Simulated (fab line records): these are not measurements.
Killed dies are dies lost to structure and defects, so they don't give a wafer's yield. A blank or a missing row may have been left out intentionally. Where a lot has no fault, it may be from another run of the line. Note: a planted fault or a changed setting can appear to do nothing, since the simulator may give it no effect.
The tool behind it: which one? + flow n5 finfet + 36 wafers from 12 lots sampled at 2 of the route's 1938 steps

WHAT THE GAUGES READ, wafer by wafer
N5_BEOL_M14_OVL_MEAS_29.
| lot  | measured     | on         | M14_OVL (nm) |
|------|--------------|------------|--------------|
| L076 | day 11 08:47 | overlay-02 | -5 -7 -2     |
| L077 | day 12 00:02 | overlay-02 | 2 1 -1       |
| L079 | day 13 04:52 | overlay-01 | -11 -3 -4    |
| L082 | day 13 09:11 | overlay-02 | 2 5 2        |
| L080 | day 13 20:04 | overlay-02 | 7 4 4        |
| L085 | day 14 04:52 | overlay-02 | 0 4 1        |
| L087 | day 14 11:05 | overlay-01 | -3 -8 -5     |
| L090 | day 15 04:47 | overlay-01 | 7 7 4        |
| L092 | day 15 22:17 | overlay-02 | -1 -7 8      |
| L095 | day 16 13:08 | overlay-01 | -4 2 -4      |
| L094 | day 16 18:15 | overlay-02 | 11 7 8       |
| L096 | day 17 13:08 | overlay-02 | 0 4 5        |

EACH LOT AND THE TOOL THAT RAN IT (in order: tool; ch and the chambers of the sampled wafers; start)
| lot  | N5_BEOL_M13_SPUTTER_44       |
|------|------------------------------|
| L076 | pvd sputter-01, day 11 05:39 |
| L077 | pvd sputter-03, day 11 21:14 |
| L079 | pvd sputter-02, day 13 02:14 |
| L082 | pvd sputter-01, day 13 06:32 |
| L080 | pvd sputter-03, day 13 17:30 |
| L085 | pvd sputter-03, day 14 01:54 |
| L087 | pvd sputter-03, day 14 08:06 |
| L090 | pvd sputter-01, day 15 02:08 |
| L092 | pvd sputter-02, day 15 19:31 |
| L095 | pvd sputter-03, day 16 10:22 |
| L094 | pvd sputter-03, day 16 15:31 |
| L096 | pvd sputter-01, day 17 10:15 |
- N5_BEOL_M13_SPUTTER_44: material Ta, target thk 10 nm, time 16.13 s.

THE ANSWER, worked out from the rows above alone
Rule: the usual values come from the lots themselves. Put in order of their means at a reading, lots are off if they are a third of the lots or fewer, leave a main group of 4 or more, and stand apart from it by a gap of 3 or more times the standard deviation of the main group's means; of several such gaps the widest counts. If all means in a main group match to the digits the tables above print for the reading, that group is not used. Also off: a lot with no number at a reading for which 4 or more lots have one. All remaining lots with rows at the step are treated as sound.
Across all readings shown, no lot is off: no conclusion can be drawn from this.

WHAT WAS PUT IN BY THE SIMULATOR
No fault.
